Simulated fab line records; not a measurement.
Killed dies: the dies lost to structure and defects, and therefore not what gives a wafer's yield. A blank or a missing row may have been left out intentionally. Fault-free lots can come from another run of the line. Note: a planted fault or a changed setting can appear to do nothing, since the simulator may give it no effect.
fab line records	flow n5_finfet
record: lots: 24	wafers: 72	last_day: 18
route steps=1938 shown STI_FIN_REVEAL@211 DUMMY_GATE@218 SPACER0@260 SD_EPI_N@272
lots untouched by any fault: they come from a run of this same line in which no faults occurred
start_h: the number of hours between the record's first day and the start of the first shown wafer of the lot	wait_h: how many hours have passed since the lot's step before this one	" unchanged from the row above	L1.1+2: several wafers, shown together as one row	- no value present, or no start provided	* or withheld: withheld	< > ~ a bound
route shown NAME@n: names a module that has steps shown in the file, with the first one's number in the route	usual: mean/standard deviation of fault-free wafers	same: alike in all rows	chamber/n: place in a boat	sites: readings site by site	_std_site: how widely they spread, as a standard deviation	_edge_site: the outer-site mean with the inner-site mean subtracted	radius_mm: how far each site lies from the wafer's centre	mask NAME#n: copy n	behind: the last tool/chamber to shape the wafer	hold: why the lot was held/for how many hours/how that ended	device: whichever transistor did not switch (one of n, p or np)	end of line: at the end of the route, the tests of the same wafers	step lacking rows: just its recipe	killed: not the wafer's yield, but the dies lost to structure and defects at the first sort	map: a wafer's dies, x killed, . not, _ none there
set.NAME: setting as actually run; set.NAME@STEP: the setting as run at that earlier step	model.NAME: the simulator's own value behind a step, which no gauge read
route steps across a sampled set of lots; one table per step, one row per wafer
services: from which hour (start_h, from the record's first day; less than 0 if before it) a tool's chamber was out of use, for how many hours, and why
== steps ==
step: N5_STI_FIN_REVEAL_INSPECT_13
recipe: inspect_instrument: darkfield	mode: post_clean
usual: raw_defect_count: 12/5.3
lot.wafer	tool	chamber	start_h	wait_h	raw_defect_count
L074.3	defect_inspect-01	-	37.49	0.0	5
L074.4	"	-	"	"	7
L074.5	"	-	"	"	4
L075.3	defect_inspect-02	-	44.30	0.0	25
L075.4	"	-	"	"	17
L075.6	"	-	"	"	14
L076.2	defect_inspect-01	-	49.00	0.0	5
L076.4	"	-	"	"	16
L076.5	"	-	"	"	9
L077.4	defect_inspect-02	-	54.95	0.0	20
L077.5	"	-	"	"	11
L077.6	"	-	"	"	14
L078.1	defect_inspect-01	-	60.65	0.0	19
L078.2	"	-	"	"	10
L078.4	"	-	"	"	16
L079.1	defect_inspect-01	-	66.51	0.0	18
L079.5	"	-	"	"	8
L079.6	"	-	"	"	12
L080.2	defect_inspect-02	-	74.92	0.0	9
L080.5	"	-	"	"	12
L080.6	"	-	"	"	11
L081.2	defect_inspect-02	-	83.06	0.0	14
L081.4	"	-	"	"	19
L081.6	"	-	"	"	12
L082.2	defect_inspect-02	-	89.14	0.0	9
L082.3	"	-	"	"	8
L082.4	"	-	"	"	15
L083.1	defect_inspect-02	-	92.41	0.0	12
L083.2	"	-	"	"	10
L083.5	"	-	"	"	7
L084.1	defect_inspect-02	-	98.18	0.0	12
L084.4	"	-	"	"	15
L084.5	"	-	"	"	11
L085.2	defect_inspect-01	-	105.51	0.0	6
L085.4	"	-	"	"	13
L085.5	"	-	"	"	10
L086.3	defect_inspect-01	-	110.59	0.0	14
L086.4	"	-	"	"	14
L086.5	"	-	"	"	6
L087.2	defect_inspect-01	-	115.48	0.0	7
L087.4	"	-	"	"	3
L087.5	"	-	"	"	8
L088.1	defect_inspect-01	-	121.01	0.0	16
L088.2	"	-	"	"	7
L088.3	"	-	"	"	14
L089.4	defect_inspect-02	-	127.94	0.0	10
L089.5	"	-	"	"	9
L089.6	"	-	"	"	16
L090.2	defect_inspect-01	-	134.24	0.0	19
L090.3	"	-	"	"	10
L090.6	"	-	"	"	9
L091.1	defect_inspect-01	-	139.35	0.0	8
L091.3	"	-	"	"	10
L091.6	"	-	"	"	4
L092.1	defect_inspect-02	-	146.78	0.0	10
L092.4	"	-	"	"	6
L092.5	"	-	"	"	15
L093.2	defect_inspect-01	-	151.54	0.0	23
L093.3	"	-	"	"	19
L093.6	"	-	"	"	12
L094.1	defect_inspect-01	-	159.02	0.0	16
L094.4	"	-	"	"	7
L094.5	"	-	"	"	4
L095.1	defect_inspect-02	-	163.87	0.0	19
L095.3	"	-	"	"	20
L095.5	"	-	"	"	12
L096.1	defect_inspect-01	-	169.30	0.0	25
L096.3	"	-	"	"	27
L096.6	"	-	"	"	8
L097.2	defect_inspect-02	-	174.98	0.0	17
L097.3	"	-	"	"	11
L097.5	"	-	"	"	8
step: N5_DUMMY_GATE_CMP_04
recipe: material: a-Si	post_cmp_clean: alkaline_brush
usual: edge_zone_pressure_frac: 0.999/0.0045	motor_current_A: 9.7/0.93	slurry_filter_dp_kPa: 13.50/0.13	time_to_endpoint_s: 15.2/3
lot.wafer	tool	chamber	start_h	wait_h	edge_zone_pressure_frac	motor_current_A	slurry_filter_dp_kPa	time_to_endpoint_s
L074.4	cmp-01	3	41.42	0.0	0.998	10.9	13.68	11.2
L074.3	"	1	"	"	0.997	8.4	13.66	13.6
L074.5	"	3	"	"	1.006	10.8	13.40	9.2
L075.3	cmp-01	2	48.25	0.0	1.002	9.2	13.52	17.1
L075.4	"	0	"	"	1.006	8.2	13.27	13.7
L075.6	"	2	"	"	1.003	9.7	13.71	16.6
L076.4	cmp-02	0	52.93	0.0	0.991	8.6	13.55	16.3
L076.2	"	2	"	"	0.999	10.1	13.28	13.1
L076.5	"	1	"	"	1.001	10.9	13.47	18.0
L077.4	cmp-04	0	58.99	0.1	0.993	9.5	13.59	11.6
L077.5	"	2	"	"	1.002	10.6	13.40	15.4
L077.6	"	3	"	"	1.001	9.5	13.27	16.1
L078.2	cmp-04	3	64.88	0.0	0.996	9.8	13.28	15.2
L078.4	"	1	"	"	0.998	9.6	13.55	9.1
L078.1	"	2	"	"	1.004	10.9	13.51	17.8
L079.1	cmp-04	3	74.84	0.1	0.998	9.7	13.39	14.4
L079.5	"	0	"	"	0.995	9.7	13.47	9.8
L079.6	"	1	"	"	0.994	9.7	13.70	9.0
L080.2	cmp-02	0	82.70	0.1	1.003	9.4	13.55	15.1
L080.5	"	3	"	"	1.001	8.2	13.52	12.2
L080.6	"	0	"	"	0.994	8.9	13.25	16.8
L081.4	cmp-02	3	87.16	0.1	0.995	8.0	13.52	16.5
L081.2	"	0	"	"	0.997	8.9	13.56	18.9
L081.6	"	2	"	"	0.993	9.9	13.40	14.5
L082.3	cmp-02	2	94.92	0.0	1.001	10.1	13.74	16.9
L082.4	"	3	"	"	1.007	8.0	13.78	15.9
L082.2	"	1	"	"	1.002	10.6	13.35	16.7
L083.1	cmp-02	0	97.77	0.0	0.998	9.0	13.53	18.1
L083.2	"	3	"	"	0.989	7.5	13.45	16.3
L083.5	"	0	"	"	1.008	8.6	13.55	19.6
L084.4	cmp-02	2	102.90	0.1	0.999	10.2	13.58	15.7
L084.1	"	3	"	"	0.995	7.6	13.81	15.4
L084.5	"	1	"	"	1.005	11.0	13.67	15.2
L085.2	cmp-04	3	110.23	0.0	1.002	9.7	13.39	16.7
L085.4	"	0	"	"	0.998	9.8	13.34	16.8
L085.5	"	3	"	"	1.003	10.2	13.44	17.4
L086.4	cmp-04	3	114.54	0.0	1.001	10.1	13.70	17.0
L086.3	"	2	"	"	1.004	11.1	13.54	18.9
L086.5	"	3	"	"	0.995	9.4	13.46	20.6
L087.2	cmp-04	0	119.43	0.0	0.998	10.0	13.48	15.0
L087.4	"	1	"	"	1.004	10.5	13.57	10.8
L087.5	"	1	"	"	1.000	10.1	13.38	10.9
L088.3	cmp-01	2	124.95	0.0	0.998	9.9	13.50	14.2
L088.1	"	0	"	"	0.998	8.8	13.43	13.1
L088.2	"	1	"	"	0.994	8.3	13.46	13.3
L089.4	cmp-02	1	131.90	0.1	0.992	11.2	13.56	18.8
L089.6	"	0	"	"	1.005	8.4	13.44	19.9
L089.5	"	1	"	"	0.996	10.6	13.42	19.6
L090.3	cmp-04	3	138.19	0.0	1.013	10.0	13.47	15.8
L090.2	"	1	"	"	0.997	10.0	13.39	10.8
L090.6	"	0	"	"	1.006	9.8	13.67	13.8
L091.1	cmp-01	1	143.28	0.0	0.998	8.1	13.43	13.6
L091.3	"	0	"	"	1.009	8.9	13.60	15.1
L091.6	"	2	"	"	1.001	10.6	13.60	17.7
L092.1	cmp-04	2	151.19	0.0	1.000	11.0	13.37	17.9
L092.4	"	3	"	"	0.995	9.6	13.44	20.5
L092.5	"	3	"	"	0.998	9.5	13.59	20.5
L093.2	cmp-01	3	159.13	0.1	1.001	10.9	13.38	16.1
L093.3	"	1	"	"	0.993	8.0	13.38	18.9
L093.6	"	2	"	"	1.004	9.5	13.39	17.2
L094.1	cmp-04	1	167.03	0.0	0.994	9.9	13.47	7.2
L094.4	"	2	"	"	1.000	9.9	13.13	12.4
L094.5	"	2	"	"	1.001	10.6	13.69	12.6
L095.1	cmp-02	1	170.68	0.0	1.003	10.8	13.16	16.3
L095.3	"	0	"	"	1.000	8.9	13.55	17.0
L095.5	"	1	"	"	0.996	11.3	13.39	18.5
L096.3	cmp-04	1	176.80	0.0	1.001	9.8	13.50	8.9
L096.1	"	3	"	"	1.006	9.4	13.55	16.7
L096.6	"	2	"	"	0.996	10.3	13.56	15.6
L097.2	cmp-04	1	184.51	0.2	1.003	10.3	13.34	11.3
L097.3	"	2	"	"	1.011	10.6	13.60	19.1
L097.5	"	1	"	"	0.998	10.0	13.48	11.6
step: N5_DUMMY_GATE_DESCUM_20
recipe: chemistry: O2	time_s: 6.2	source_power_w: 50	bias_power_w: 20	pressure_mtorr: 20	rf_frequency_hz: 2.712e+07	temp_c: 40	resist: CAR-EUV	o2_flow_sccm: 225
usual: bias_power_w: 20.01/0.059	drypump_motor_current_A: 5.6/0.41	oes_product_au: 0.78/0.083	rf_vpp_V: 243.7/1.2	showerhead_plenum_p_Torr: 2.11/0.055	throttle_valve_pct: 20.41/0.29
lot.wafer	tool	chamber	start_h	wait_h	bias_power_w	drypump_motor_current_A	oes_product_au	rf_hours_counter_h	rf_vpp_V	showerhead_plenum_p_Torr	throttle_valve_pct
L074.3	rie_diel-02	0	46.21	0.0	20.06	5.5	0.84	66	241.6	2.04	20.30
L074.4	"	1	"	"	20.02	6.5	0.74	158	241.7	2.08	20.34
L074.5	"	3	"	"	19.91	5.1	0.72	-	242.3	2.06	20.45
L075.3	rie_diel-04	0	53.05	0.0	19.88	6.0	0.74	178	245.0	2.17	20.57
L075.4	"	1	"	"	20.08	5.8	0.73	164	242.4	2.12	21.01
L075.6	"	2	"	"	19.98	5.6	0.89	-	244.8	2.20	20.13
L076.2	rie_diel-04	2	57.76	0.0	19.91	5.6	0.88	40	246.2	2.20	20.14
L076.4	"	0	"	"	20.03	6.0	0.73	180	245.1	2.17	20.57
L076.5	"	3	"	"	19.90	5.2	0.72	-	246.0	2.18	20.53
L077.4	rie_diel-02	1	66.20	0.7	20.03	6.5	0.73	165	242.8	2.08	20.36
L077.5	"	2	"	"	19.95	5.4	0.76	-	243.4	2.17	20.08
L077.6	"	3	"	"	20.07	5.1	0.71	-	243.1	2.06	20.46
L078.1	rie_diel-04	3	71.65	0.1	20.15	5.2	0.72	170	245.7	2.18	20.52
L078.2	"	0	"	"	19.94	6.0	0.73	185	244.5	2.17	20.57
L078.4	"	1	"	"	19.99	5.7	0.72	172	242.3	2.11	21.02
L079.1	rie_diel-03	2	79.83	0.5	20.09	5.7	0.89	46	243.3	2.11	19.97
L079.5	"	2	"	"	20.09	5.6	0.89	-	244.8	2.11	19.97
L079.6	"	1	"	"	20.01	4.9	0.69	-	242.4	2.05	20.65
L080.2	rie_diel-03	1	87.33	0.0	20.02	4.9	0.69	238	244.1	2.05	20.65
L080.5	"	3	"	"	19.95	6.0	0.82	-	243.8	2.10	20.46
L080.6	"	2	"	"	20.10	5.7	0.90	-	245.1	2.11	19.98
L081.2	rie_diel-04	2	91.89	0.0	19.93	5.6	0.86	52	245.8	2.19	20.15
L081.4	"	1	"	"	19.92	5.7	0.70	180	243.2	2.11	21.03
L081.6	"	1	"	"	19.98	5.8	0.71	-	242.6	2.11	21.04
L082.2	rie_diel-02	0	99.82	0.3	20.03	5.5	0.82	82	241.9	2.03	20.34
L082.3	"	3	"	"	20.00	5.1	0.70	212	243.6	2.05	20.50
L082.4	"	2	"	"	19.92	5.4	0.73	144	245.0	2.17	20.12
L083.1	rie_diel-04	2	102.56	0.0	19.97	5.6	0.85	56	246.2	2.19	20.15
L083.2	"	0	"	"	20.05	6.0	0.72	196	243.6	2.16	20.60
L083.5	"	2	"	"	20.04	5.6	0.85	-	246.3	2.19	20.16
L084.1	rie_diel-02	3	107.64	0.0	20.10	5.1	0.70	214	244.3	2.05	20.49
L084.4	"	2	"	"	20.04	5.3	0.75	146	244.4	2.17	20.10
L084.5	"	0	"	"	19.99	5.5	0.82	-	241.8	2.03	20.32
L085.2	rie_diel-02	3	115.02	0.0	19.98	5.1	0.70	217	242.3	2.05	20.48
L085.4	"	1	"	"	20.04	6.5	0.71	181	243.5	2.08	20.37
L085.5	"	2	"	"	20.05	5.3	0.73	-	245.3	2.17	20.11
L086.3	rie_diel-04	3	119.23	0.0	19.99	5.2	0.71	182	243.9	2.17	20.56
L086.4	"	1	"	"	19.99	5.8	0.70	191	242.1	2.11	21.04
L086.5	"	3	"	"	20.07	5.2	0.71	-	243.3	2.17	20.57
L087.2	rie_diel-03	3	124.09	0.0	20.03	6.0	0.80	122	244.0	2.10	20.47
L087.4	"	2	"	"	19.96	5.6	0.87	56	243.7	2.10	19.98
L087.5	"	0	"	"	19.95	5.6	0.64	-	243.1	2.04	20.40
L088.1	rie_diel-03	3	129.74	0.0	20.00	6.0	0.81	124	243.9	2.10	20.49
L088.2	"	0	"	"	19.99	5.6	0.64	250	242.8	2.04	20.42
L088.3	"	2	"	"	19.99	5.6	0.88	58	244.1	2.10	20.00
L089.4	rie_diel-04	3	136.67	0.0	19.99	5.2	0.70	189	244.3	2.17	20.57
L089.5	"	1	"	"	20.02	5.8	0.70	-	243.0	2.10	21.04
L089.6	"	2	"	"	20.02	5.6	0.82	-	244.7	2.19	20.15
L090.2	rie_diel-04	1	142.98	0.0	20.07	5.8	0.70	200	244.3	2.10	21.06
L090.3	"	3	"	"	20.03	5.2	0.70	191	245.7	2.17	20.58
L090.6	"	0	"	"	20.03	6.0	0.72	-	244.8	2.16	20.62
L091.1	rie_diel-02	3	148.07	0.0	19.98	5.1	0.70	221	243.5	2.05	20.49
L091.3	"	0	"	"	20.03	5.5	0.81	90	240.7	2.03	20.35
L091.6	"	0	"	"	20.05	5.5	0.80	-	242.0	2.03	20.34
L092.1	rie_diel-03	1	155.87	0.0	20.04	5.0	0.97	6	243.4	2.04	20.41
L092.4	"	3	"	"	20.02	6.0	0.79	-	242.9	2.09	20.52
L092.5	"	1	"	"	19.95	4.9	0.97	-	243.4	2.04	20.42
L093.2	rie_diel-04	1	163.86	0.1	20.07	5.7	0.69	204	243.3	2.10	21.05
L093.3	"	0	"	"	20.09	6.0	0.71	211	244.2	2.16	20.63
L093.6	"	3	"	"	19.92	5.2	0.69	-	245.0	2.17	20.58
L094.1	rie_diel-03	0	174.99	0.0	19.97	5.6	0.96	6	243.7	2.04	19.95
L094.4	"	2	"	"	20.01	5.6	0.86	75	243.3	2.10	20.01
L094.5	"	2	"	"	20.03	5.6	0.86	-	243.9	2.10	20.01
L095.1	rie_diel-03	1	181.16	0.1	19.89	4.9	0.94	14	241.7	2.04	20.42
L095.3	"	3	"	"	20.02	6.0	0.79	144	243.0	2.09	20.50
L095.5	"	2	"	"	20.06	5.6	0.85	-	244.5	2.10	20.02
L096.1	rie_diel-02	1	185.03	0.0	19.97	6.5	0.70	197	242.9	2.07	20.40
L096.3	"	0	"	"	19.91	5.5	0.81	100	242.6	2.03	20.36
L096.6	"	0	"	"	19.93	5.5	0.81	-	242.2	2.03	20.36
L097.2	rie_diel-03	0	189.34	0.1	19.99	5.6	0.94	9	243.3	2.04	19.92
L097.3	"	3	"	"	20.11	6.0	0.79	146	243.1	2.09	20.51
L097.5	"	2	"	"	20.01	5.6	0.86	-	242.2	2.10	20.03
step: N5_DUMMY_GATE_ETCH_36
recipe: chemistry: CF4	target: SiARC	target_depth_a: 130	pressure_mtorr: 40	source_w: 545	bias_w: 36	Ar_flow_sccm: 100	cf4_flow_sccm: 100	ion_energy_ev: 80
usual: drypump_motor_current_A: 5.6/0.41	mfc_ar_sccm: 100.0/0.33	oes_product_au: 0.77/0.082	rf_vpp_V: 184.4/1.2	showerhead_plenum_p_Torr: 2.17/0.061	throttle_valve_pct: 15.66/0.23
lot.wafer	tool	chamber	start_h	wait_h	drypump_motor_current_A	mfc_ar_sccm	oes_product_au	rf_hours_counter_h	rf_vpp_V	showerhead_plenum_p_Torr	throttle_valve_pct
L074.3	rie_diel-02	0	46.32	0.0	5.6	100.0	0.83	66	183.4	2.08	15.33
L074.4	"	1	"	"	6.5	100.5	0.76	158	184.1	2.14	15.58
L074.5	"	3	"	"	5.1	100.4	0.71	-	182.9	2.14	15.87
L075.3	rie_diel-04	0	53.16	0.0	6.0	100.8	0.71	178	184.8	2.23	15.85
L075.4	"	1	"	"	5.8	99.9	0.72	164	185.8	2.15	15.94
L075.6	"	2	"	"	5.6	100.1	0.91	-	186.1	2.28	15.44
L076.2	rie_diel-04	2	57.86	0.0	5.6	100.1	0.90	40	184.2	2.28	15.45
L076.4	"	0	"	"	6.0	100.5	0.71	180	183.6	2.23	15.87
L076.5	"	3	"	"	5.2	99.9	0.73	-	184.7	2.24	15.75
L077.4	rie_diel-02	1	66.31	0.0	6.5	99.9	0.76	165	183.2	2.14	15.58
L077.5	"	2	"	"	5.4	99.7	0.77	-	185.3	2.23	15.38
L077.6	"	3	"	"	5.1	100.1	0.71	-	184.4	2.14	15.89
L078.1	rie_diel-04	3	71.75	0.0	5.2	99.8	0.73	170	183.5	2.24	15.75
L078.2	"	0	"	"	6.0	99.9	0.71	185	184.1	2.23	15.87
L078.4	"	1	"	"	5.8	99.7	0.70	172	183.7	2.14	15.94
L079.1	rie_diel-03	2	79.94	0.0	5.6	99.7	0.86	46	185.1	2.19	15.44
L079.5	"	2	"	"	5.6	99.7	0.87	-	184.5	2.19	15.45
L079.6	"	1	"	"	4.9	100.0	0.68	-	181.4	2.12	16.07
L080.2	rie_diel-03	1	87.43	0.0	4.9	100.3	0.68	238	182.9	2.12	16.07
L080.5	"	3	"	"	6.0	99.8	0.81	-	184.9	2.17	15.74
L080.6	"	2	"	"	5.6	99.9	0.87	-	184.9	2.19	15.45
L081.2	rie_diel-04	2	91.99	0.0	5.6	100.0	0.87	52	184.8	2.27	15.47
L081.4	"	1	"	"	5.8	99.5	0.70	180	184.5	2.14	15.96
L081.6	"	1	"	"	5.8	99.8	0.70	-	183.7	2.14	15.95
L082.2	rie_diel-02	0	99.92	0.0	5.5	99.8	0.83	82	183.1	2.07	15.36
L082.3	"	3	"	"	5.1	99.5	0.71	212	184.7	2.13	15.92
L082.4	"	2	"	"	5.4	100.4	0.75	144	185.6	2.23	15.40
L083.1	rie_diel-04	2	102.67	0.0	5.6	99.5	0.87	56	185.0	2.27	15.47
L083.2	"	0	"	"	6.0	100.0	0.70	196	184.6	2.22	15.89
L083.5	"	2	"	"	5.6	99.7	0.87	-	185.5	2.27	15.48
L084.1	rie_diel-02	3	107.74	0.0	5.1	100.2	0.70	214	184.6	2.13	15.92
L084.4	"	2	"	"	5.4	100.0	0.74	146	186.3	2.23	15.40
L084.5	"	0	"	"	5.5	100.3	0.81	-	183.5	2.07	15.35
L085.2	rie_diel-02	3	115.13	0.0	5.1	100.2	0.71	217	182.9	2.13	15.92
L085.4	"	1	"	"	6.5	100.2	0.73	181	183.6	2.13	15.60
L085.5	"	2	"	"	5.4	99.8	0.74	-	185.6	2.23	15.41
L086.3	rie_diel-04	3	119.34	0.0	5.2	99.6	0.71	182	184.5	2.23	15.77
L086.4	"	1	"	"	5.8	100.1	0.69	191	182.3	2.14	16.00
L086.5	"	3	"	"	5.2	100.0	0.72	-	183.5	2.23	15.76
L087.2	rie_diel-03	3	124.19	0.0	6.0	99.7	0.80	122	184.0	2.17	15.75
L087.4	"	2	"	"	5.6	99.8	0.85	56	184.0	2.19	15.48
L087.5	"	0	"	"	5.6	100.6	0.66	-	183.8	2.09	15.61
L088.1	rie_diel-03	3	129.84	0.0	6.0	100.5	0.79	124	183.9	2.17	15.76
L088.2	"	0	"	"	5.6	100.0	0.65	250	182.5	2.09	15.62
L088.3	"	2	"	"	5.6	100.1	0.86	58	184.7	2.19	15.48
L089.4	rie_diel-04	3	136.78	0.0	5.2	99.6	0.70	189	183.9	2.23	15.77
L089.5	"	1	"	"	5.8	100.0	0.68	-	184.1	2.13	16.02
L089.6	"	2	"	"	5.6	99.9	0.85	-	185.8	2.27	15.50
L090.2	rie_diel-04	1	143.09	0.0	5.7	100.1	0.68	200	184.5	2.13	16.00
L090.3	"	3	"	"	5.2	100.1	0.71	191	184.6	2.23	15.78
L090.6	"	0	"	"	6.0	100.1	0.69	-	184.2	2.22	15.91
L091.1	rie_diel-02	3	148.17	0.0	5.1	99.9	0.70	221	185.0	2.13	15.94
L091.3	"	0	"	"	5.5	100.1	0.80	90	184.0	2.07	15.40
L091.6	"	0	"	"	5.5	100.2	0.80	-	182.9	2.07	15.38
L092.1	rie_diel-03	1	155.97	0.0	4.9	100.0	0.97	6	184.0	2.12	15.62
L092.4	"	3	"	"	6.0	100.2	0.78	-	184.6	2.16	15.79
L092.5	"	1	"	"	4.9	99.9	0.97	-	185.4	2.12	15.63
L093.2	rie_diel-04	1	163.97	0.0	5.8	99.7	0.67	204	183.7	2.13	16.01
L093.3	"	0	"	"	6.0	99.9	0.69	211	184.5	2.22	15.91
L093.6	"	3	"	"	5.2	99.4	0.71	-	184.0	2.23	15.79
L094.1	rie_diel-03	0	175.09	0.0	5.6	99.8	0.97	6	184.8	2.09	15.08
L094.4	"	2	"	"	5.6	99.9	0.84	75	186.4	2.18	15.51
L094.5	"	2	"	"	5.6	99.8	0.83	-	184.9	2.18	15.49
L095.1	rie_diel-03	1	181.27	0.0	4.9	100.1	0.93	14	183.6	2.11	15.65
L095.3	"	3	"	"	6.0	99.7	0.78	144	183.5	2.16	15.79
L095.5	"	2	"	"	5.6	100.1	0.84	-	184.1	2.18	15.48
L096.1	rie_diel-02	1	185.14	0.0	6.5	100.4	0.74	197	184.6	2.13	15.65
L096.3	"	0	"	"	5.6	99.9	0.80	100	183.8	2.07	15.40
L096.6	"	0	"	"	5.6	100.6	0.81	-	183.2	2.07	15.39
L097.2	rie_diel-03	0	189.44	0.0	5.6	100.0	0.96	9	183.1	2.09	15.11
L097.3	"	3	"	"	6.0	100.0	0.78	146	184.1	2.16	15.83
L097.5	"	2	"	"	5.6	100.2	0.84	-	184.8	2.18	15.51
step: N5_SPACER0_ALD_08
recipe: material: SiNx	target_thk_a: 20	temp_c: 400	ald_precursor_family: SiH2I2	ald_co_reactant: N2/H2-plasma	pressure_torr: 2
usual: heater_power_w: 822/74
lot.wafer	tool	chamber	start_h	wait_h	heater_power_w
L074.3	ald_sin-01	1	48.04	0.1	938
L074.4	"	0	"	"	774
L074.5	"	3	"	"	848
L075.3	ald_sin-04	2	54.98	0.1	711
L075.4	"	3	"	"	776
L075.6	"	2	"	"	714
L076.2	ald_sin-04	3	59.35	0.1	774
L076.4	"	2	"	"	712
L076.5	"	3	"	"	778
L077.4	ald_sin-04	1	68.10	0.1	844
L077.5	"	3	"	"	794
L077.6	"	2	"	"	722
L078.1	ald_sin-03	3	73.27	0.1	748
L078.2	"	0	"	"	918
L078.4	"	2	"	"	875
L079.1	ald_sin-03	1	81.67	0.1	909
L079.5	"	2	"	"	856
L079.6	"	1	"	"	890
L080.2	ald_sin-03	0	89.05	0.1	917
L080.5	"	0	"	"	914
L080.6	"	1	"	"	895
L081.2	ald_sin-01	1	94.40	0.1	944
L081.4	"	1	"	"	923
L081.6	"	3	"	"	859
L082.2	ald_sin-03	0	101.59	0.1	903
L082.3	"	3	"	"	763
L082.4	"	2	"	"	862
L083.1	ald_sin-01	0	104.16	0.1	777
L083.2	"	3	"	"	856
L083.5	"	1	"	"	950
L084.1	ald_sin-01	3	110.28	0.1	836
L084.4	"	2	"	"	792
L084.5	"	3	"	"	856
L085.2	ald_sin-04	0	117.04	0.1	706
L085.4	"	2	"	"	764
L085.5	"	3	"	"	732
L086.3	ald_sin-01	1	120.83	0.1	938
L086.4	"	1	"	"	943
L086.5	"	2	"	"	807
L087.2	ald_sin-04	0	125.84	0.1	704
L087.4	"	1	"	"	842
L087.5	"	0	"	"	715
L088.1	ald_sin-04	0	131.53	0.1	716
L088.2	"	3	"	"	736
L088.3	"	1	"	"	840
L089.4	ald_sin-01	3	138.73	0.1	832
L089.5	"	3	"	"	873
L089.6	"	0	"	"	784
L090.2	ald_sin-04	0	144.58	0.1	697
L090.3	"	3	"	"	731
L090.6	"	1	"	"	852
L091.1	ald_sin-03	2	150.01	0.1	873
L091.3	"	0	"	"	932
L091.6	"	2	"	"	872
L092.1	ald_sin-03	1	157.54	0.1	918
L092.4	"	3	"	"	765
L092.5	"	0	"	"	926
L093.2	ald_sin-04	2	165.69	0.1	776
L093.3	"	1	"	"	857
L093.6	"	2	"	"	761
L094.1	ald_sin-03	3	176.58	0.1	764
L094.4	"	2	"	"	849
L094.5	"	3	"	"	765
L095.1	ald_sin-04	0	183.43	0.1	682
L095.3	"	2	"	"	776
L095.5	"	0	"	"	721
L096.1	ald_sin-01	2	187.05	0.1	798
L096.3	"	0	"	"	767
L096.6	"	2	"	"	818
L097.2	ald_sin-01	1	191.16	0.1	943
L097.3	"	0	"	"	789
L097.5	"	3	"	"	856
step: N5_SD_EPI_N_INSPECT_11
recipe: mode: adi	inspect_instrument: macro
usual: raw_defect_count: 2.1/1.4
lot.wafer	tool	chamber	start_h	wait_h	raw_defect_count
L074.3	defect_inspect-01	-	48.52	0.0	1
L074.4	"	-	"	"	1
L074.5	"	-	"	"	2
L075.3	defect_inspect-02	-	55.47	0.0	1
L075.4	"	-	"	"	3
L075.6	"	-	"	"	1
L076.2	defect_inspect-01	-	59.98	0.0	4
L076.4	"	-	"	"	6
L076.5	"	-	"	"	1
L077.4	defect_inspect-01	-	68.72	0.0	2
L077.5	"	-	"	"	4
L077.6	"	-	"	"	1
L078.1	defect_inspect-02	-	73.88	0.0	1
L078.2	"	-	"	"	2
L078.4	"	-	"	"	5
L079.1	defect_inspect-01	-	82.28	0.0	1
L079.5	"	-	"	"	2
L079.6	"	-	"	"	2
L080.2	defect_inspect-01	-	89.66	0.0	4
L080.5	"	-	"	"	3
L080.6	"	-	"	"	1
L081.2	defect_inspect-01	-	95.01	0.0	1
L081.4	"	-	"	"	2
L081.6	"	-	"	"	5
L082.2	defect_inspect-02	-	102.20	0.0	2
L082.3	"	-	"	"	0
L082.4	"	-	"	"	1
L083.1	defect_inspect-01	-	104.79	0.0	1
L083.2	"	-	"	"	1
L083.5	"	-	"	"	1
L084.1	defect_inspect-02	-	110.89	0.0	3
L084.4	"	-	"	"	1
L084.5	"	-	"	"	1
L085.2	defect_inspect-02	-	117.65	0.0	2
L085.4	"	-	"	"	2
L085.5	"	-	"	"	1
L086.3	defect_inspect-02	-	121.46	0.0	4
L086.4	"	-	"	"	0
L086.5	"	-	"	"	2
L087.2	defect_inspect-01	-	126.46	0.0	6
L087.4	"	-	"	"	3
L087.5	"	-	"	"	2
L088.1	defect_inspect-01	-	132.14	0.0	0
L088.2	"	-	"	"	1
L088.3	"	-	"	"	2
L089.4	defect_inspect-02	-	139.34	0.0	1
L089.5	"	-	"	"	1
L089.6	"	-	"	"	3
L090.2	defect_inspect-02	-	145.19	0.0	2
L090.3	"	-	"	"	1
L090.6	"	-	"	"	1
L091.1	defect_inspect-02	-	150.62	0.0	5
L091.3	"	-	"	"	1
L091.6	"	-	"	"	5
L092.1	defect_inspect-01	-	158.15	0.0	4
L092.4	"	-	"	"	3
L092.5	"	-	"	"	4
L093.2	defect_inspect-01	-	166.30	0.0	1
L093.3	"	-	"	"	0
L093.6	"	-	"	"	4
L094.1	defect_inspect-02	-	177.19	0.0	0
L094.4	"	-	"	"	2
L094.5	"	-	"	"	1
L095.1	defect_inspect-01	-	184.04	0.0	1
L095.3	"	-	"	"	1
L095.5	"	-	"	"	2
L096.1	defect_inspect-01	-	187.54	0.0	1
L096.3	"	-	"	"	2
L096.6	"	-	"	"	3
L097.2	defect_inspect-01	-	191.64	0.0	3
L097.3	"	-	"	"	2
L097.5	"	-	"	"	4
== services ==
tool	chamber	start_h	hours	kind
rie_diel-02	-	22.07	1.7	repair
ald_sin-01	1	22.20	1.4	repair
ald_sin-01	2	25.57	2.9	repair
cmp-02	-	32.39	4.0	pm
cmp-04	-	36.33	3.4	repair
ald_sin-01	1	48.60	4.0	repair
cmp-02	-	49.57	1.4	repair
rie_diel-03	-	51.01	28.1	pm
rie_diel-02	3	51.13	3.8	repair
cmp-04	-	55.55	0.6	repair
ald_sin-01	2	56.64	1.3	repair
ald_sin-04	-	62.96	0.5	repair
cmp-02	-	70.15	0.6	repair
rie_diel-02	0	72.37	6.3	repair
ald_sin-04	-	85.25	14.0	pm
rie_diel-04	3	100.75	14.7	repair
rie_diel-03	2	103.34	6.7	repair
rie_diel-04	0	119.99	13.8	repair
rie_diel-02	-	124.83	14.6	pm
cmp-04	-	145.18	3.4	pm
cmp-04	-	156.35	4.0	pm
ald_sin-04	3	178.63	5.6	repair
cmp-04	-	180.86	1.3	repair
cmp-04	-	191.16	5.8	pm
== key ==
fault none
